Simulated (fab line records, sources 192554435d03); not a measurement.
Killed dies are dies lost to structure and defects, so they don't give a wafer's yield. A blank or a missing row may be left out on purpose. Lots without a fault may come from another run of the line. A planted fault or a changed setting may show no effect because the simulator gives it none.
Chamber matching | flow n5_finfet | N5_BEOL_M9_CMP_52 on cmp-03: 4 sister chambers
The step polishes, stops on SiCOH lowk, t overpolish 7 s, target thk 140 nm. 14 wafers are shown with their chamber, then 7 later ones without.

WAFERS WITH THEIR CHAMBER
wafer  | chamber | motor_current_A (A) | time_to_endpoint_s (s) | barrier_field_endpoint_s (s)
L081.2 | 3       | 5.0                 | 66                     | 28.9
L081.4 | 2       | 7.1                 | 69                     | 29.5
L081.5 | 1       | 5.7                 | 61                     | 28.3
L084.2 | 2       | 7.2                 | 70                     | 29.2
L084.3 | 0       | 5.5                 | 60                     | 29.1
L084.4 | 3       | 5.1                 | 67                     | 29.3
L085.3 | 0       | 5.5                 | 59                     | 27.9
L085.5 | 0       | 5.3                 | 57                     | 27.6
L085.6 | 3       | 5.2                 | 66                     | 28.4
L088.2 | 0       | 5.2                 | 57                     | 27.4
L088.4 | 1       | 5.7                 | 64                     | 28.8
L088.6 | 2       | 7.2                 | 65                     | 29.0
L092.3 | 0       | 5.5                 | 58                     | 28.1
L092.4 | 1       | 5.8                 | 61                     | 28.1

SIGNATURES (means of the wafers above)
reading                  | chamber 0 | chamber 1 | chamber 2 | chamber 3 | scatter within a chamber
motor_current_A          | 5.400     | 5.733     | 7.167     | 5.100     | 0.106
time_to_endpoint_s       | 58.20     | 62.00     | 68.00     | 66.33     | 1.66
barrier_field_endpoint_s | 28.020    | 28.400    | 29.233    | 28.867    | 0.504
Rule: a wafer's distance from a chamber is the root of the sum, over the readings, of the square of ((its reading less the chamber's mean) divided by the reading's scatter). The wafer belongs to the nearest chamber; if the next one is less than 2 further off, it can't be placed. The scatter: the root of (the sum of the squares of (reading less its chamber's mean) over the shown wafers, divided by (wafers less chambers)).

WAFERS WITHOUT THEIR CHAMBER
wafer  | motor_current_A (A) | time_to_endpoint_s (s) | barrier_field_endpoint_s (s)
L092.5 | 4.9                 | 62                     | 28.5
L094.1 | 6.1                 | 62                     | 28.6
L094.2 | 5.7                 | 59                     | 27.6
L094.4 | 7.0                 | 69                     | 29.2
L097.3 | 7.2                 | 69                     | 29.3
L097.5 | 5.1                 | 66                     | 28.3
L097.6 | 7.0                 | 71                     | 30.3

WHICH CHAMBER EACH WENT THROUGH
wafer  | from the rows above     | in truth
L092.5 | 3                       | 3
L094.1 | 1                       | 1
L094.2 | can't be placed: 1 or 0 | 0
L094.4 | 2                       | 2
L097.3 | 2                       | 2
L097.5 | 3                       | 3
L097.6 | 2                       | 2
Placed correctly: 6 of 7. Can't be placed from these rows: 1 (the true chamber is among the candidates in 1). Placed wrongly: 0.
